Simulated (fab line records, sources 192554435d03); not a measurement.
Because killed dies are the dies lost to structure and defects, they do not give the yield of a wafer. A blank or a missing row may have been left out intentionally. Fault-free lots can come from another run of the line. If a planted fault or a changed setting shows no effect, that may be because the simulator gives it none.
fab line records ; flow n5-finfet
record lots=3; wafers=9; last-day=18
route steps=1938 shown BEOL_M3@938 BEOL_M4@1111
lots that met no fault: from a run of the same line without faults
start-h: the number of hours between the record's first day and the start of the first shown wafer of the lot ; wait-h: hours from the lot's prior step to this one ; " unchanged from the row above ; L1.1+2: a single row standing in for several wafers ; - either no value or no given start ; * or withheld: withheld ; < > ~ a bound
route shown NAME@n: NAME is a module with steps in the file, n the number in the route of the first one ; usual: the fault-free wafers' mean and standard deviation ; same: alike in all rows ; chamber/n: place in a boat ; sites: per-site readings ; _std_site: standard deviation across them ; _edge_site: outer sites' mean less inner sites' ; radius-mm: how far each site lies from the wafer's centre ; mask NAME#n: copy n ; behind: the most recent tool/chamber to have shaped the wafer ; hold: reason for holding the lot/hours on hold/outcome of the hold ; device: transistor that didn't switch, given as n, p or np ; end of line: tests run on the same wafers once the route is complete ; step lacking rows: just its recipe ; killed: not the wafer's yield, but the dies lost to structure and defects at the first sort ; map: the dies of a wafer, with x for killed, . for not killed, _ for no die there
set.NAME: the run value of the setting; set.NAME@STEP: its run value at that earlier step ; model.NAME: the simulator's own value behind a step, which no gauge read
lots at selected steps of the route; one table per step, one row per wafer
services: when a tool's chamber went out of use (start-h, in hours from the record's first day, below 0 if earlier), for how many hours, and the reason
## steps
# step N5_BEOL_M3_COAT_05
# recipe resist=CAR-EUV; spin-rpm=1500; resist-thk-nm=30
# step N5_BEOL_M3_EBR_07
# recipe solvent=PGMEA; ebr-width-mm=1.5
# step N5_BEOL_M3_SOFTBAKE_06
# recipe temp-c=110; time-s=60; resist=CAR-EUV
# step N5_BEOL_M3_EXPOSE_08
# recipe mask-id=M3; na=0.33; source-shape=dipole; sigma-inner=0.369; sigma-outer=0.767; polarization=unpolarized; dose-mj=33
# step N5_BEOL_M3_PEB_09
# recipe peb-temp-c=100; peb-time-s=60; resist=CAR-EUV
# step N5_BEOL_M3_DEVELOP_10
# recipe develop-time-s=30; developer=TMAH; resist=CAR-EUV; rinse-liquid=surfactant-rinse; dry=air-spin; dev-temp-c=23
# step N5_BEOL_M3_DESCUM_16
# recipe chemistry=O2; time-s=7; source-power-w=50; bias-power-w=20; pressure-mtorr=20; rf-frequency-hz=2.712e+07; temp-c=40; resist=CAR-EUV; o2-flow-sccm=225
# step N5_BEOL_M3_ETCH_74
# recipe chemistry=N2/H2; target=underlayer; target-depth-a=65; mask-material=CAR-EUV; time-s=5.2; ion-energy-ev=200; pressure-mtorr=30; source-w=840; bias-w=150; n2-flow-sccm=200; h2-flow-sccm=200; ends=cleared
# step N5_BEOL_M3_ETCH_63
# recipe chemistry=CF4; target=SiARC; target-depth-a=156; mask-material=CAR-EUV; time-s=26; ion-energy-ev=80; pressure-mtorr=40; source-w=545; bias-w=36; Ar_flow_sccm=100; cf4-flow-sccm=100; ends=cleared
# step N5_BEOL_M3_ETCH_64
# recipe chemistry=N2/H2; target=SOC; target-depth-a=750; overetch-a=150; mask-material=SiARC; temp-c=40; time-s=112.5; ion-energy-ev=200; pressure-mtorr=30; source-w=840; bias-w=150; n2-flow-sccm=200; h2-flow-sccm=200
# usual drypump-motor-current-A=5.6/0.47; oes-product-au=0.62/0.075; rf-vpp-V=524.4/2.6; showerhead-plenum-p-Torr=2.56/0.096; throttle-valve-pct=17.65/0.17
lot.wafer;tool;chamber;start-h;wait-h;drypump-motor-current-A;oes-product-au;rf-hours-counter-h;rf-vpp-V;showerhead-plenum-p-Torr;throttle-valve-pct;model.SiARC_of_BEOL_M3_COAT_62.thk-nm;model.BEOL_M3.cd-offset-nm
L683.1;rie-diel-03;3;156.58;0.0;5.1;0.67;47;526.0;2.59;17.63;6.6;0
L683.3;rie-diel-03;2;156.58;0.0;5.6;0.54;227;524.9;2.62;17.79;7;0
L683.5;rie-diel-03;0;156.58;0.0;5.1;0.58;-;526.1;2.62;17.70;6.6;0
L690.1;rie-diel-03;3;193.50;0.0;5.2;0.58;61;525.6;2.59;17.65;5.4;0.8
L690.5;rie-diel-03;3;193.50;0.0;5.2;0.58;-;525.2;2.59;17.64;5.4;0.8
L690.6;rie-diel-03;2;193.50;0.0;5.6;0.53;-;524.8;2.61;17.80;7;0.4
L703.3;rie-diel-02;3;283.11;0.0;6.0;0.56;225;519.7;2.39;17.68;7;0.4
L703.4;rie-diel-02;1;283.11;0.0;6.4;0.59;-;522.6;2.42;17.85;6.8;-0.2
L703.5;rie-diel-02;2;283.11;0.0;5.6;0.57;-;523.9;2.62;17.77;7;0
# step N5_BEOL_M3_STRIP_65
# recipe chemistry=N2/H2; temp-c=40; n2-flow-sccm=200; h2-flow-sccm=200; rf-frequency-hz=6e+07
# step N5_BEOL_M3_STRIP_75
# recipe chemistry=N2/H2; temp-c=40; n2-flow-sccm=200; h2-flow-sccm=200; rf-frequency-hz=6e+07
# step N5_BEOL_M3_STRIP_66
# recipe chemistry=CF4; resist=SiARC; power-w=300; bias-power-w=75; pressure-mtorr=50; cf4-flow-sccm=150; rf-frequency-hz=6e+07
# step N5_BEOL_M3_HM_OPEN_17
# recipe chemistry=Cl2/BCl3; target-depth-a=200; overetch-a=60; target=TiN; mask-material=SOC; ion-energy-ev=150; pressure-mtorr=10; icp-w=1000; bias-w=126; Cl2_flow_sccm=53.25; bcl3-flow-sccm=21.75; Ar_flow_sccm=25
# usual drypump-motor-current-A=5.9/0.61; mfc-cl2-sccm=53.27/0.15; oes-product-au=0.70/0.067; throttle-valve-pct=22.04/0.18
lot.wafer;tool;chamber;start-h;wait-h;drypump-motor-current-A;mfc-cl2-sccm;oes-product-au;rf-hours-counter-h;throttle-valve-pct;model.etch.depth-nm;model.BEOL_M3.cd-offset-nm
L683.1;rie-metal-02;1;156.75;0.0;5.5;53.58;0.61;65;22.43;19.96;0
L683.3;rie-metal-02;0;156.75;0.0;6.5;53.63;0.83;-;21.92;20;0.2
L683.5;rie-metal-02;0;156.75;0.0;6.5;53.48;0.83;-;21.89;20.12;0.2
L690.1;rie-metal-03;1;193.66;0.0;6.7;53.35;0.64;33;22.07;17.18;1
L690.5;rie-metal-03;0;193.66;0.0;5.8;52.95;0.72;-;21.95;17.34;1
L690.6;rie-metal-03;1;193.66;0.0;6.7;53.12;0.69;-;21.98;19.85;0.4
L703.3;rie-metal-01;1;283.31;0.1;5.0;53.66;0.64;-;22.00;19.9;0.4
L703.4;rie-metal-01;0;283.31;0.1;5.5;53.21;0.64;-;22.14;19.57;0
L703.5;rie-metal-01;0;283.31;0.1;5.5;53.02;0.65;-;22.13;19.92;0
# step N5_BEOL_M3_STRIP_19
# recipe chemistry=O2; power-w=400; temp-c=40; pressure-mtorr=30; rf-frequency-hz=6e+07; bias-power-w=0; overash-fraction=0.2; o2-flow-sccm=225
# step N5_BEOL_M3_COAT_67
# recipe resist=SOC; temp-c=250; time-s=60; spin-rpm=1500; resist-thk-nm=60
# step N5_BEOL_M3_COAT_68
# recipe resist=SiARC; temp-c=220; time-s=60; spin-rpm=1500; resist-thk-nm=12
# step N5_BEOL_M3_COAT_76
# recipe resist=underlayer; temp-c=205; time-s=60; spin-rpm=1500; resist-thk-nm=5
# step N5_BEOL_M3_COAT_22
# recipe resist=CAR-EUV; spin-rpm=1500; resist-thk-nm=30
# step N5_BEOL_M3_EBR_24
# recipe solvent=PGMEA; ebr-width-mm=1.5
# step N5_BEOL_M3_SOFTBAKE_23
# recipe temp-c=110; time-s=60; resist=CAR-EUV
# step N5_BEOL_M3_EXPOSE_25
# recipe mask-id=V2; na=0.33; source-shape=quasar; sigma-inner=0.2; sigma-outer=0.8; polarization=unpolarized; defocus-nm=5; dose-mj=63
# step N5_BEOL_M3_PEB_26
# recipe peb-temp-c=100; peb-time-s=60; resist=CAR-EUV
# step N5_BEOL_M3_DEVELOP_27
# recipe develop-time-s=30; developer=TMAH; resist=CAR-EUV; rinse-liquid=surfactant-rinse; dry=air-spin; dev-temp-c=23
# step N5_BEOL_M3_DESCUM_33
# recipe chemistry=O2; time-s=7; source-power-w=50; bias-power-w=20; pressure-mtorr=20; rf-frequency-hz=2.712e+07; temp-c=40; resist=CAR-EUV; o2-flow-sccm=225
# step N5_BEOL_M3_ETCH_77
# recipe chemistry=N2/H2; target=underlayer; target-depth-a=65; mask-material=CAR-EUV; time-s=5.2; ion-energy-ev=200; pressure-mtorr=30; source-w=840; bias-w=150; n2-flow-sccm=200; h2-flow-sccm=200; ends=cleared
# step N5_BEOL_M3_ETCH_69
# recipe chemistry=CF4; target=SiARC; target-depth-a=156; mask-material=CAR-EUV; time-s=26; ion-energy-ev=80; pressure-mtorr=40; source-w=545; bias-w=36; Ar_flow_sccm=100; cf4-flow-sccm=100; ends=cleared
# step N5_BEOL_M3_ALD_98
# recipe material=SiO2; target-thk-a=25; temp-c=100; ald-precursor-family=BDEAS; ald-co-reactant=O2-plasma; pulse-time-s=1; co-reactant-pulse-time-s=1; purge-time-s=2; co-reactant-purge-time-s=2; ald-cycles=17; pressure-torr=2
# step N5_BEOL_M3_ETCHBACK_99
# recipe chemistry=CHF3; target=SiO2; target-depth-a=50; time-s=10.4; source-w=215; bias-w=47; Ar_flow_sccm=200; CHF3_flow_sccm=12; ion-energy-ev=100; pressure-mtorr=30
# step N5_BEOL_M3_ETCH_70
# recipe chemistry=N2/H2; target=SOC; target-depth-a=800; overetch-a=160; mask-material=SiARC; temp-c=40; time-s=120; ion-energy-ev=200; pressure-mtorr=30; source-w=840; bias-w=150; n2-flow-sccm=200; h2-flow-sccm=200
# step N5_BEOL_M3_STRIP_71
# recipe chemistry=N2/H2; temp-c=40; n2-flow-sccm=200; h2-flow-sccm=200; rf-frequency-hz=6e+07
# step N5_BEOL_M3_STRIP_78
# recipe chemistry=N2/H2; temp-c=40; n2-flow-sccm=200; h2-flow-sccm=200; rf-frequency-hz=6e+07
# step N5_BEOL_M3_VIA_ETCH_34
# recipe chemistry=C4F6/O2; target-depth-a=694; mask-material=SOC; pressure-mtorr=15; ion-energy-ev=250; taper-deg=4; time-s=65.9; source-w=350; bias-w=170; Ar_flow_sccm=300; C4F6_flow_sccm=10; O2_flow_sccm=10
# step N5_BEOL_M3_STRIP_83
# recipe chemistry=C4F6/O2; resist=SiARC; rf-frequency-hz=6e+07
# step N5_BEOL_M3_STRIP_36
# recipe chemistry=N2/H2; power-w=450; temp-c=40; pressure-mtorr=20; rf-frequency-hz=6e+07; overash-fraction=0.3; bias-power-w=7; h2-frac=0.5; n2-flow-sccm=200; h2-flow-sccm=200
# step N5_BEOL_M3_CD_MEAS_35
# recipe target-cd-nm=18; target-cd-y-nm=21; polarity=opening
# usual cd-nm=18.0/0.32
lot.wafer;tool;chamber;start-h;wait-h;cd-nm
L683.1;cd-sem-02;-;160.79;0.0;18.2
L683.3;cd-sem-02;-;160.79;0.0;18.2
L683.5;cd-sem-02;-;160.79;0.0;18.0
L690.1;cd-sem-02;-;219.70;0.0;18.7
L690.5;cd-sem-02;-;219.70;0.0;19.0
L690.6;cd-sem-02;-;219.70;0.0;18.3
L703.3;cd-sem-01;-;295.56;0.0;18.3
L703.4;cd-sem-01;-;295.56;0.0;17.8
L703.5;cd-sem-01;-;295.56;0.0;17.9
# step N5_BEOL_M4_RC_MEAS_101
# usual DIBL_N=36.0/1.9; DIBL_P=35.6/2.2; IOFF_N=0.15/0.031; IOFF_P=0.19/0.032; ION_N=668/11; ION_P=455/7.2; SS_N=71.5/0.65; SS_P=73.4/0.64; VT_N=251/3.6; VT_P=-253/3.3
lot.wafer;tool;chamber;start-h;wait-h;DIBL_N[mV/V];DIBL_P[mV/V];IOFF_N[nA/um];IOFF_P[nA/um];ION_N[uA/um];ION_P[uA/um];SS_N[mV/dec];SS_P[mV/dec];VT_N[mV];VT_P[mV]
L683.1;prober-01;0;190.02;0.0;37.8;36.5;0.18;0.22;673;455;70.8;72.9;247;-249
L683.3;prober-01;0;190.02;0.0;34.8;32.4;0.13;0.16;662;458;70.9;72.3;254;-255
L683.5;prober-01;0;190.02;0.0;34.9;32.4;0.13;0.16;660;450;70.6;72.4;253;-253
L690.1;prober-01;0;245.98;0.0;34.8;33.2;0.11;0.16;650;446;70.3;72.5;256;-258
L690.5;prober-01;0;245.98;0.0;35.6;34.2;0.12;0.16;651;445;71.3;72.6;255;-252
L690.6;prober-01;0;245.98;0.0;34.7;33.7;0.12;0.16;650;447;70.7;72.6;256;-258
L703.3;prober-02;0;322.74;0.3;36.7;36.8;0.16;0.21;679;462;71.7;74.5;253;-251
L703.4;prober-02;0;322.74;0.3;34.6;34.9;0.14;0.19;672;459;71.3;73.6;250;-251
L703.5;prober-02;0;322.74;0.3;35.8;36.5;0.16;0.21;668;459;72.2;73.2;254;-250
## services
tool;chamber;start-h;hours;kind
rie-diel-02;1;154.53;9.8;repair
rie-diel-03;1;154.81;-;clean
rie-diel-03;1;154.81;-;consumable-replace:focus-ring
rie-diel-03;1;154.81;34.2;scheduled-down
rie-diel-03;1;154.81;34.2;vent-cycle
rie-diel-03;0;202.03;2.2;repair
rie-metal-03;-;221.17;2.8;pm
rie-diel-03;2;225.93;-;clean
rie-diel-03;2;225.93;-;consumable-replace:focus-ring
rie-diel-03;2;225.93;25.0;scheduled-down
rie-diel-03;2;225.93;25.0;vent-cycle
rie-diel-02;1;229.90;7.5;repair
rie-diel-02;0;237.40;-;clean
rie-diel-02;0;237.40;-;consumable-replace:focus-ring
rie-diel-02;0;237.40;18.5;scheduled-down
rie-diel-02;0;237.40;18.5;vent-cycle
rie-diel-03;-;240.30;14.6;pm
rie-metal-02;-;259.01;1.1;repair
rie-metal-02;1;266.96;4.9;repair
rie-metal-03;1;272.82;4.8;repair
rie-diel-02;0;274.42;7.1;repair
## key
first-sign step=N5_BEOL_M3_CD_MEAS_35; reading=cd-nm; direction=up; sigmas=2.6; usual=18.0; struck=18.9
effect none on later readings
model-effect step=N5_BEOL_M3_ETCH_64; value=SiARC_of_BEOL_M3_COAT_62.thk-nm; without=6.6; struck=5.4
model-effect step=N5_BEOL_M3_HM_OPEN_17; value=etch.depth-nm; without=19.87; struck=17.26
met-at N5_BEOL_M3_ETCH_64
struck-wafers L690.1,L690.5
onset-between 156.58 193.50
fault kind=process-parameter-drift; tool=rie-diel-03; chamber=-; onset-h=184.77; steps=N5_BEOL_M3_ETCH_64; channel=time-s; offset=*; shape=step; end-h=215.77; scope=struck-wafers-only; acts-in=*; stated=*
